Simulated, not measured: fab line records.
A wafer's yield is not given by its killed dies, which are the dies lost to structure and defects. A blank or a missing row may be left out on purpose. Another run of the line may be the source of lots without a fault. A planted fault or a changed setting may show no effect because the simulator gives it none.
fab line records	flow n5_finfet
record: lots: 5	wafers: 15	last_day: 18
route steps=1938 shown BEOL_M4@1099 BEOL_M5@1112 PASSIVATION@1936
lots untouched by any fault: they come from a run of this same line in which no faults occurred
start_h: start of the lot's first displayed wafer, in hours after the record's first day	wait_h: hours elapsed since this lot's preceding step	" as in the row above	L1.1+2: one row covering several wafers at once	- no value, or no start given	* or withheld: withheld	< > ~ a bound
route shown NAME@n: names a module that has steps shown in the file, with the first one's number in the route	usual: mean/standard deviation taken from wafers without a fault	same: alike in all rows	chamber/n: place in a boat	sites: per-site readings	_std_site: standard deviation of those values	_edge_site: inner sites' mean taken away from outer sites' mean	radius_mm: how far each site lies from the wafer's centre	mask NAME#n: copy n	behind: the most recent tool/chamber to have shaped the wafer	hold: what put the lot on hold/how long, in hours/how the hold closed	device: transistor that didn't switch, given as n, p or np	end of line: the route-end tests of the same wafers	for a step that has no rows: nothing shown but its recipe	killed: count of dies lost to structure and defects at first sort (not the wafer's yield)	map: a wafer's dies, x killed, . not, _ none there
set.NAME: the setting the step ran with; set.NAME@STEP: the setting that earlier step ran with	model.NAME: the simulator's own value behind a step, which no gauge read
lots at some steps of the route; a table a step, a row a wafer
services: when a tool's chamber went out of use (start_h, in hours from the record's first day, below 0 if earlier), for how many hours, and the reason
== steps ==
step: N5_BEOL_M4_ANNEAL_95
recipe: temp_c: 400	time_s: 240	ambient: vacuum
step: N5_BEOL_M4_SPUTTER_96
recipe: material: Cu	target_thk_a: 45	temp_c: -20	chamber_pressure_pa: 0.07	power_w: withheld	time_s: 8.29
step: N5_BEOL_M4_ECD_50
recipe: material: Cu	target_thk_a: 3000
step: N5_BEOL_M4_ANNEAL_51
recipe: temp_c: 225	time_s: 90	ambient: N2
step: N5_BEOL_M4_CMP_52
recipe: stop_on: SiOC	t_overpolish_s: 6.8	down_force_psi: 1	platen_rpm: 50	clearing_platen_down_force_psi: 1.5	clearing_platen_rpm: 50	post_cmp_clean: cu_alkaline	target_thk_nm: 40	clearing_platen_pad_velocity_m_s: 0.99484	pad_velocity_m_s: 0.99484
step: N5_BEOL_M4_PRE_CLEAN_60
recipe: gas: NH3/H2	time_s: 15	temp_c: *	rf_power_w: 300
step: N5_BEOL_M4_CO_CAP_55
recipe: material: Co	target_thk_a: 20	temp_c: 200	precursor: CCTBA/H2	pressure_torr: 30	time_s: 102.1
step: N5_BEOL_M4_PRE_CLEAN_56
recipe: gas: NH3	time_s: 15	temp_c: withheld	rf_power_w: 300
step: N5_BEOL_M4_DEP_57
recipe: material: SiCN	target_thk_a: 80	temp_c: withheld	precursor: 3MS/NH3	pressure_torr: 3	rf_w: 202	time_s: 14
step: N5_BEOL_M4_RC_MEAS_101
usual: DIBL_N: 35.6/1.7	DIBL_P: 35.0/2	IOFF_N: 0.148/0.027	IOFF_P: 0.19/0.032	ION_N: 671/14	ION_P: 460/9.1	SS_N: 71.3/0.62	SS_P: 73.0/0.64	VT_N: 251/3.2	VT_P: -251.5/2.9
lot.wafer	tool	chamber	start_h	wait_h	DIBL_N[mV/V]	DIBL_P[mV/V]	IOFF_N[nA/um]	IOFF_P[nA/um]	ION_N[uA/um]	ION_P[uA/um]	SS_N[mV/dec]	SS_P[mV/dec]	VT_N[mV]	VT_P[mV]
L492.1	prober-01	0	275.50	0.0	38.2	36.9	0.191	0.24	690	471	71.5	73.9	246	-249.2
L492.2	"	0	"	"	39.2	38.3	0.219	0.26	678	466	71.3	74.0	246	-247.0
L492.6	"	0	"	"	36.8	35.6	0.172	0.22	689	468	70.8	74.6	247	-248.6
L495.3	prober-02	0	282.14	0.3	34.0	33.8	0.119	0.17	667	458	70.3	72.6	256	-253.8
L495.4	"	0	"	"	36.5	35.1	0.149	0.19	660	450	71.7	73.2	254	-252.9
L495.5	"	0	"	"	34.0	33.3	0.117	0.16	656	450	70.5	72.7	257	-253.5
L497.1	prober-01	0	296.51	0.0	36.1	35.4	0.141	0.18	672	458	70.8	72.8	252	-252.9
L497.3	"	0	"	"	36.5	36.2	0.153	0.19	670	457	70.9	72.4	251	-250.3
L497.5	"	0	"	"	37.2	36.2	0.154	0.18	670	452	71.8	73.2	252	-253.0
L496.2	prober-02	0	298.73	0.2	36.1	34.5	0.139	0.17	659	447	70.9	73.2	252	-255.2
L496.3	"	0	"	"	35.3	32.9	0.124	0.15	664	451	70.7	73.3	253	-255.9
L496.6	"	0	"	"	38.3	36.3	0.174	0.20	678	455	71.8	73.3	249	-252.0
L500.1	prober-02	0	308.39	0.0	34.3	32.2	0.131	0.17	661	456	71.4	72.9	250	-251.8
L500.2	"	0	"	"	38.1	37.4	0.208	0.26	696	476	72.1	73.8	245	-246.6
L500.3	"	0	"	"	35.2	33.9	0.154	0.19	671	462	71.3	73.0	247	-250.4
step: N5_BEOL_M5_ILD_DEP_00
recipe: material: SiCOH_lowk	target_thk_a: 1406.4	temp_c: 300	precursor: DEMS/porogen	pressure_torr: 5	rf_w: 500	time_s: 25.9
step: N5_BEOL_M5_CURE_79
recipe: temp_c: 385	time_s: 240	ambient: He/Ar	material: SiCOH_lowk
step: N5_BEOL_M5_PECVD_70
recipe: material: SiO2	target_thk_a: 160	temp_c: 400	precursor: TEOS/O2	pressure_torr: 5.5	rf_w: 450	teos_flow_sccm: 53.8	gas: O2	flow_sccm: 3000	time_s: 18
step: N5_BEOL_M5_HM_DEP_02
recipe: material: TiN	target_thk_a: 200	temp_c: 25	chamber_pressure_pa: 0.49996
step: N5_BEOL_M5_COAT_59
recipe: resist: SOC	temp_c: 250	time_s: 60	spin_rpm: 1500	resist_thk_nm: 60
step: N5_BEOL_M5_COAT_60
recipe: resist: SiARC	temp_c: 220	time_s: 60	spin_rpm: 1500	resist_thk_nm: 12
step: N5_BEOL_M5_COAT_71
recipe: resist: underlayer	temp_c: 205	time_s: 60	spin_rpm: 1500	resist_thk_nm: 5
step: N5_BEOL_M5_COAT_05
recipe: resist: CAR-EUV	spin_rpm: 1500	resist_thk_nm: 30
step: N5_BEOL_M5_EBR_07
recipe: solvent: PGMEA	ebr_width_mm: 1.5
step: N5_BEOL_M5_SOFTBAKE_06
recipe: temp_c: 110	time_s: 60	resist: CAR-EUV
step: N5_BEOL_M5_EXPOSE_08
recipe: mask_id: M5	na: 0.33	source_shape: annular	sigma_inner: 0.4	sigma_outer: 0.8	polarization: unpolarized	target_cd_nm: 28	dose_mj: 35.75
step: N5_BEOL_M5_PEB_09
recipe: peb_temp_c: 100	peb_time_s: 60	resist: CAR-EUV
step: N5_BEOL_M5_DEVELOP_10
recipe: develop_time_s: 30	developer: TMAH	resist: CAR-EUV	rinse_liquid: surfactant_rinse	dry: air_spin	dev_temp_c: 23
step: N5_BEOL_M5_DESCUM_16
recipe: chemistry: O2	time_s: 7	source_power_w: 50	bias_power_w: 20	pressure_mtorr: 20	rf_frequency_hz: 2.712e+07	temp_c: 40	resist: CAR-EUV	o2_flow_sccm: 225
step: N5_BEOL_M5_ETCH_72
recipe: chemistry: N2/H2	target: underlayer	target_depth_a: 65	mask_material: CAR-EUV	time_s: 5.2	ion_energy_ev: 200	pressure_mtorr: 30	source_w: 840	bias_w: 150	n2_flow_sccm: 200	h2_flow_sccm: 200	ends: cleared
step: N5_BEOL_M5_ETCH_61
recipe: chemistry: CF4	target: SiARC	target_depth_a: 156	mask_material: CAR-EUV	time_s: 26	ion_energy_ev: 80	pressure_mtorr: 40	source_w: 545	bias_w: 36	Ar_flow_sccm: 100	cf4_flow_sccm: 100	ends: cleared
step: N5_BEOL_M5_ETCH_62
recipe: chemistry: N2/H2	target: SOC	target_depth_a: 750	overetch_a: 150	mask_material: SiARC	temp_c: 40	time_s: 112.5	ion_energy_ev: 200	pressure_mtorr: 30	source_w: 840	bias_w: 150	n2_flow_sccm: 200	h2_flow_sccm: 200
step: N5_BEOL_M5_STRIP_63
recipe: chemistry: N2/H2	temp_c: 40	n2_flow_sccm: 200	h2_flow_sccm: 200	rf_frequency_hz: 6e+07
step: N5_BEOL_M5_STRIP_73
recipe: chemistry: N2/H2	temp_c: 40	n2_flow_sccm: 200	h2_flow_sccm: 200	rf_frequency_hz: 6e+07
step: N5_BEOL_M5_STRIP_64
recipe: chemistry: CF4	resist: SiARC	power_w: 300	bias_power_w: 75	pressure_mtorr: 50	cf4_flow_sccm: 150	rf_frequency_hz: 6e+07
step: N5_BEOL_M5_HM_OPEN_17
recipe: chemistry: Cl2/BCl3	target_depth_a: 200	overetch_a: 60	target: TiN	mask_material: SOC	ion_energy_ev: 150	pressure_mtorr: 10	icp_w: 1000	bias_w: 126	Cl2_flow_sccm: 53.25	bcl3_flow_sccm: 21.75	Ar_flow_sccm: 25
step: N5_BEOL_M5_STRIP_19
recipe: chemistry: O2	power_w: 400	temp_c: 40	pressure_mtorr: 30	rf_frequency_hz: 6e+07	bias_power_w: 0	overash_fraction: 0.2	o2_flow_sccm: 225
step: N5_BEOL_M5_COAT_65
recipe: resist: SOC	temp_c: 250	time_s: 60	spin_rpm: 1500	resist_thk_nm: 60
step: N5_BEOL_M5_COAT_66
recipe: resist: SiARC	temp_c: 220	time_s: 60	spin_rpm: 1500	resist_thk_nm: 12
step: N5_BEOL_M5_DEP_56
recipe: material: SiCN	target_thk_a: 80	temp_c: withheld	precursor: 3MS/NH3	pressure_torr: 3	rf_w: 202	time_s: 14
usual: chamber_pressure_Torr: 3.000/0.0067	rf_fwd_power_W: 199.8/0.77	showerhead_plenum_p_Torr: 3.661/0.014	throttle_valve_pct: 9.0/0.34
lot.wafer	tool	chamber	start_h	wait_h	chamber_pressure_Torr	rf_fwd_power_W	showerhead_plenum_p_Torr	since_wet_clean_h	throttle_valve_pct
L492.1	pecvd-03	2	289.66	0.0	2.991	200.9	3.670	602	8.4
L492.2	"	0	"	"	3.007	199.6	3.636	1356	8.9
L492.6	"	1	"	"	3.011	199.2	3.663	-	9.5
L495.3	pecvd-03	1	296.28	0.0	-	-	-	-	-
L495.4	"	1	"	"	-	-	-	-	-
L495.5	"	0	"	"	-	-	-	-	-
L496.2	pecvd-01	2	310.97	0.0	-	-	-	-	-
L496.3	"	0	"	"	-	-	-	-	-
L496.6	"	2	"	"	-	-	-	-	-
L497.1	pecvd-03	1	313.39	0.0	-	-	-	-	-
L497.3	"	0	"	"	-	-	-	-	-
L497.5	"	2	"	"	-	-	-	-	-
L500.1	pecvd-03	2	320.94	0.0	2.998	200.4	3.681	633	9.1
L500.2	"	1	"	"	3.002	199.5	3.668	2112	9.5
L500.3	"	0	"	"	3.010	199.4	3.649	1387	8.9
step: N5_PASSIVATION_PROBE_49
usual: defect_limited_yield: 91.2/1.6	killed_at_M0_to_M3: 35/11	killed_at_M4_up: 14/5.4	killed_at_contacts: 13/6	killed_at_front_end: 38/11	killed_at_other: 3.4/2.6	killed_dies: 104/19	killed_on_rim: 13/3.9	killed_open: 68/13	killed_short: 34/8.5	sort_bin_5_function: 5.1/1	sort_bin_6_memory: 3.3/0.72	sort_n_pass: 1075/22	sort_yield_pct: 91.1/1.9
same: gross_dies: 1180	killed_at_back_side: 0	sort_bin_4_leakage[%]: 0	sort_bin_8_speed[%]: 0
lot.wafer	tool	chamber	start_h	wait_h	defect_limited_yield[%]	killed_at_M0_to_M3	killed_at_M4_up	killed_at_contacts	killed_at_front_end	killed_at_other	killed_dies	killed_on_rim	killed_open	killed_short	sort_bin_5_function[%]	sort_bin_6_memory[%]	sort_n_pass	sort_yield_pct[%]
L495.3	prober-01	-	396.53	0.1	0	30	1094	12	42	2	1180	152	59	38	96.2	3.6	0	0
L495.4	prober-01	-	396.58	0.2	0	32	1087	16	42	3	1180	152	78	28	96.9	2.9	0	0
L495.5	prober-01	-	396.63	0.2	0	15	1106	14	45	0	1180	152	51	32	97.0	2.9	0	0
L497.1	prober-02	-	408.28	0.0	0	40	1096	12	28	4	1180	152	61	26	96.4	3.1	0	0
L497.3	prober-02	-	408.38	0.1	0	26	1087	22	42	3	1180	152	70	36	95.8	3.7	0	0
L497.5	prober-02	-	408.48	0.2	0	34	1086	10	48	2	1180	152	68	31	96.4	3.4	0	0
L496.2	prober-01	-	410.28	0.1	0	29	1081	30	37	3	1180	152	84	28	96.1	3.6	0	0
L496.3	prober-01	-	410.33	0.1	0	19	1099	8	48	6	1180	152	56	35	96.4	3.5	0	0
L496.6	prober-01	-	410.48	0.3	0	32	1102	17	25	4	1180	152	57	32	97.1	2.4	0	0
L500.1	prober-01	-	422.17	0.4	93.6	17	16	10	28	4	75	9	47	27	3.7	2.4	1105	93.6
L500.2	prober-01	-	422.22	0.5	90.9	28	24	10	43	2	107	14	64	43	5.8	2.9	1073	90.9
L500.3	prober-01	-	422.27	0.5	92.5	27	18	8	29	6	88	16	62	24	4.2	2.9	1092	92.5
killed by level:class
L495.3 BEOL_M5:area_dep=1082 FIN_SAQP:geometric_particle:short=11 MOL_CONTACT_COAG:geometric_particle:open=11 STI_FIN_REVEAL:geometric_particle:open=9 BEOL_M0_SAQP:geometric_particle:short=9 FIN_SAQP:geometric_particle:open=8 BEOL_M0_SAQP:geometric_particle:open=8 GATE_CUT:geometric_particle:short=5
L495.4 BEOL_M5:area_dep=1072 FIN_SAQP:geometric_particle:open=13 MOL_CONTACT_COAG:geometric_particle:open=13 BEOL_M0_SAQP:geometric_particle:open=11 STI_FIN_REVEAL:geometric_particle:open=10 BEOL_M0_SAQP:geometric_particle:short=7 FIN_SAQP:geometric_particle:short=6 BEOL_M2:geometric_particle:open=6
L495.5 BEOL_M5:area_dep=1095 STI_FIN_REVEAL:geometric_particle:open=15 MOL_CONTACT_COAG:geometric_particle:open=11 FIN_SAQP:geometric_particle:open=6 FIN_SAQP:geometric_particle:short=6 BEOL_M0_SAQP:geometric_particle:short=5 DUMMY_GATE:geometric_particle:short=4 GATE_CUT:geometric_particle:short=4
L497.1 BEOL_M5:area_dep=1093 STI_FIN_REVEAL:geometric_particle:open=11 BEOL_M3:geometric_particle:open=11 MOL_CONTACT_COAG:geometric_particle:open=9 BEOL_M0_SAQP:geometric_particle:short=9 BEOL_M0_SAQP:geometric_particle:open=8 ILD0:geometric_particle:open=4 MOL_CONTACT_COAG:geometric_particle:short=3
L497.3 BEOL_M5:area_dep=1074 MOL_CONTACT_COAG:geometric_particle:open=14 FIN_SAQP:geometric_particle:open=13 BEOL_M2:geometric_particle:open=10 MOL_CONTACT_COAG:geometric_particle:short=8 FIN_SAQP:geometric_particle:short=7 STI_FIN_REVEAL:geometric_particle:open=6 BEOL_M4:geometric_particle:open=4
L497.5 BEOL_M5:area_dep=1081 BEOL_M2:geometric_particle:open=15 STI_FIN_REVEAL:geometric_particle:open=13 GATE_CUT:geometric_particle:short=7 MOL_CONTACT_COAG:geometric_particle:open=7 FIN_SAQP:geometric_particle:open=5 BEOL_M0_SAQP:geometric_particle:open=5 FIN_SAQP:geometric_particle:short=4
L496.2 BEOL_M5:area_dep=1068 MOL_CONTACT_COAG:geometric_particle:open=25 BEOL_M0_SAQP:geometric_particle:open=11 DUMMY_GATE:geometric_particle:open=8 BEOL_M5:geometric_particle:open=8 FIN_SAQP:geometric_particle:short=7 FIN_SAQP:geometric_particle:open=7 MOL_CONTACT_COAG:geometric_particle:short=5
L496.3 BEOL_M5:area_dep=1088 FIN_SAQP:geometric_particle:short=13 FIN_SAQP:geometric_particle:open=6 ILD0:geometric_particle:short=6 DUMMY_GATE:geometric_particle:open=5 MOL_CONTACT_COAG:geometric_particle:open=5 BEOL_M3:geometric_particle:open=4 BEOL_M6:geometric_particle:open=4
L496.6 BEOL_M5:area_dep=1091 MOL_CONTACT_COAG:geometric_particle:open=13 BEOL_M0_SAQP:geometric_particle:open=8 BEOL_M0_SAQP:geometric_particle:short=7 STI_FIN_REVEAL:geometric_particle:open=5 BEOL_M2:geometric_particle:open=5 FIN_SAQP:geometric_particle:short=4 MOL_CONTACT_COAG:geometric_particle:short=4
L500.1 MOL_CONTACT_COAG:geometric_particle:open=7 BEOL_M2:geometric_particle:open=6 ILD0:geometric_particle:open=5 GATE_CUT:geometric_particle:open=5 ILD0:geometric_particle:short=4 GATE_CUT:geometric_particle:short=4 MOL_CONTACT_COAG:geometric_particle:short=3 BEOL_M0_SAQP:geometric_particle:open=3
L500.2 BEOL_M4:geometric_particle:open=13 BEOL_M0_SAQP:geometric_particle:open=12 FIN_SAQP:geometric_particle:short=11 BEOL_M0_SAQP:geometric_particle:short=10 FIN_SAQP:geometric_particle:open=9 STI_FIN_REVEAL:geometric_particle:open=9 MOL_CONTACT_COAG:geometric_particle:open=8 ILD0:geometric_particle:short=4
L500.3 STI_FIN_REVEAL:geometric_particle:open=10 BEOL_M0_SAQP:geometric_particle:open=9 BEOL_M0_SAQP:geometric_particle:short=9 MOL_CONTACT_COAG:geometric_particle:open=8 FIN_SAQP:geometric_particle:open=6 FIN_SAQP:geometric_particle:short=5 BEOL_M2:geometric_particle:open=5 BEOL_M4:geometric_particle:open=5
map L495.3 (x killed, . not)
_________________xxxxxxxxxxxx________________
______________xxxxxxxxxxxxxxxxxx_____________
___________xxxxxxxxxxxxxxxxxxxxxxxx__________
__________xxxxxxxxxxxxxxxxxxxxxxxxxx_________
________xxxxxxxxxxxxxxxxxxxxxxxxxxxxxx_______
_______xxxxxxxxxxxxxxxxxxxxxxxxxxxxxxxx______
______xxxxxxxxxxxxxxxxxxxxxxxxxxxxxxxxxx_____
_____xxxxxxxxxxxxxxxxxxxxxxxxxxxxxxxxxxxx____
____xxxxxxxxxxxxxxxxxxxxxxxxxxxxxxxxxxxxxx___
___xxxxxxxxxxxxxxxxxxxxxxxxxxxxxxxxxxxxxxxx__
___xxxxxxxxxxxxxxxxxxxxxxxxxxxxxxxxxxxxxxxx__
__xxxxxxxxxxxxxxxxxxxxxxxxxxxxxxxxxxxxxxxxxx_
__xxxxxxxxxxxxxxxxxxxxxxxxxxxxxxxxxxxxxxxxxx_
_xxxxxxxxxxxxxxxxxxxxxxxxxxxxxxxxxxxxxxxxxxxx
_xxxxxxxxxxxxxxxxxxxxxxxxxxxxxxxxxxxxxxxxxxxx
_xxxxxxxxxxxxxxxxxxxxxxxxxxxxxxxxxxxxxxxxxxxx
_xxxxxxxxxxxxxxxxxxxxxxxxxxxxxxxxxxxxxxxxxxxx
_xxxxxxxxxxxxxxxxxxxxxxxxxxxxxxxxxxxxxxxxxxxx
_xxxxxxxxxxxxxxxxxxxxxxxxxxxxxxxxxxxxxxxxxxxx
_xxxxxxxxxxxxxxxxxxxxxxxxxxxxxxxxxxxxxxxxxxxx
_xxxxxxxxxxxxxxxxxxxxxxxxxxxxxxxxxxxxxxxxxxxx
__xxxxxxxxxxxxxxxxxxxxxxxxxxxxxxxxxxxxxxxxxx_
__xxxxxxxxxxxxxxxxxxxxxxxxxxxxxxxxxxxxxxxxxx_
___xxxxxxxxxxxxxxxxxxxxxxxxxxxxxxxxxxxxxxxx__
___xxxxxxxxxxxxxxxxxxxxxxxxxxxxxxxxxxxxxxxx__
____xxxxxxxxxxxxxxxxxxxxxxxxxxxxxxxxxxxxxx___
_____xxxxxxxxxxxxxxxxxxxxxxxxxxxxxxxxxxxx____
______xxxxxxxxxxxxxxxxxxxxxxxxxxxxxxxxxx_____
_______xxxxxxxxxxxxxxxxxxxxxxxxxxxxxxxx______
________xxxxxxxxxxxxxxxxxxxxxxxxxxxxxx_______
__________xxxxxxxxxxxxxxxxxxxxxxxxxx_________
___________xxxxxxxxxxxxxxxxxxxxxxxx__________
______________xxxxxxxxxxxxxxxxxx_____________
_________________xxxxxxxxxxxx________________
map L496.2 (x killed, . not)
_________________xxxxxxxxxxxx________________
______________xxxxxxxxxxxxxxxxxx_____________
___________xxxxxxxxxxxxxxxxxxxxxxxx__________
__________xxxxxxxxxxxxxxxxxxxxxxxxxx_________
________xxxxxxxxxxxxxxxxxxxxxxxxxxxxxx_______
_______xxxxxxxxxxxxxxxxxxxxxxxxxxxxxxxx______
______xxxxxxxxxxxxxxxxxxxxxxxxxxxxxxxxxx_____
_____xxxxxxxxxxxxxxxxxxxxxxxxxxxxxxxxxxxx____
____xxxxxxxxxxxxxxxxxxxxxxxxxxxxxxxxxxxxxx___
___xxxxxxxxxxxxxxxxxxxxxxxxxxxxxxxxxxxxxxxx__
___xxxxxxxxxxxxxxxxxxxxxxxxxxxxxxxxxxxxxxxx__
__xxxxxxxxxxxxxxxxxxxxxxxxxxxxxxxxxxxxxxxxxx_
__xxxxxxxxxxxxxxxxxxxxxxxxxxxxxxxxxxxxxxxxxx_
_xxxxxxxxxxxxxxxxxxxxxxxxxxxxxxxxxxxxxxxxxxxx
_xxxxxxxxxxxxxxxxxxxxxxxxxxxxxxxxxxxxxxxxxxxx
_xxxxxxxxxxxxxxxxxxxxxxxxxxxxxxxxxxxxxxxxxxxx
_xxxxxxxxxxxxxxxxxxxxxxxxxxxxxxxxxxxxxxxxxxxx
_xxxxxxxxxxxxxxxxxxxxxxxxxxxxxxxxxxxxxxxxxxxx
_xxxxxxxxxxxxxxxxxxxxxxxxxxxxxxxxxxxxxxxxxxxx
_xxxxxxxxxxxxxxxxxxxxxxxxxxxxxxxxxxxxxxxxxxxx
_xxxxxxxxxxxxxxxxxxxxxxxxxxxxxxxxxxxxxxxxxxxx
__xxxxxxxxxxxxxxxxxxxxxxxxxxxxxxxxxxxxxxxxxx_
__xxxxxxxxxxxxxxxxxxxxxxxxxxxxxxxxxxxxxxxxxx_
___xxxxxxxxxxxxxxxxxxxxxxxxxxxxxxxxxxxxxxxx__
___xxxxxxxxxxxxxxxxxxxxxxxxxxxxxxxxxxxxxxxx__
____xxxxxxxxxxxxxxxxxxxxxxxxxxxxxxxxxxxxxx___
_____xxxxxxxxxxxxxxxxxxxxxxxxxxxxxxxxxxxx____
______xxxxxxxxxxxxxxxxxxxxxxxxxxxxxxxxxx_____
_______xxxxxxxxxxxxxxxxxxxxxxxxxxxxxxxx______
________xxxxxxxxxxxxxxxxxxxxxxxxxxxxxx_______
__________xxxxxxxxxxxxxxxxxxxxxxxxxx_________
___________xxxxxxxxxxxxxxxxxxxxxxxx__________
______________xxxxxxxxxxxxxxxxxx_____________
_________________xxxxxxxxxxxx________________
== services ==
tool	chamber	start_h	hours	kind
pecvd-03	2	302.47	2.1	scheduled_down
pecvd-03	0	306.33	5.5	scheduled_down
== key ==
first_sign: step: N5_BEOL_M5_DEP_56	reading: tool_record	direction: missing
effect: step: N5_PASSIVATION_PROBE_49	reading: killed_at_M4_up	direction: up	sigmas: 99+	usual: 14	struck: 1093
more_kills_born_at: N5_BEOL_M5_DEP_56@pecvd-03: 6497	N5_BEOL_M5_DEP_56@pecvd-01: 3247
met_at N5_BEOL_M5_DEP_56
struck_wafers L495.3,L495.4,L495.5,L496.2,L496.3,L496.6,L497.1,L497.3,L497.5
later_rows_left_out L495.3,L495.4,L495.5,L496.2,L496.3,L496.6,L497.1,L497.3,L497.5
onset_between 289.66 296.28
fault: kind: skipped_step_whole	tool: pecvd-01,pecvd-03	chamber: -	onset_h: 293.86	steps: N5_BEOL_M5_DEP_56	scope: struck_lots_only
later_rows_left_out: the simulator's readings of these wafers behind a module that went badly wrong aren't trusted and aren't shown, but for the sort
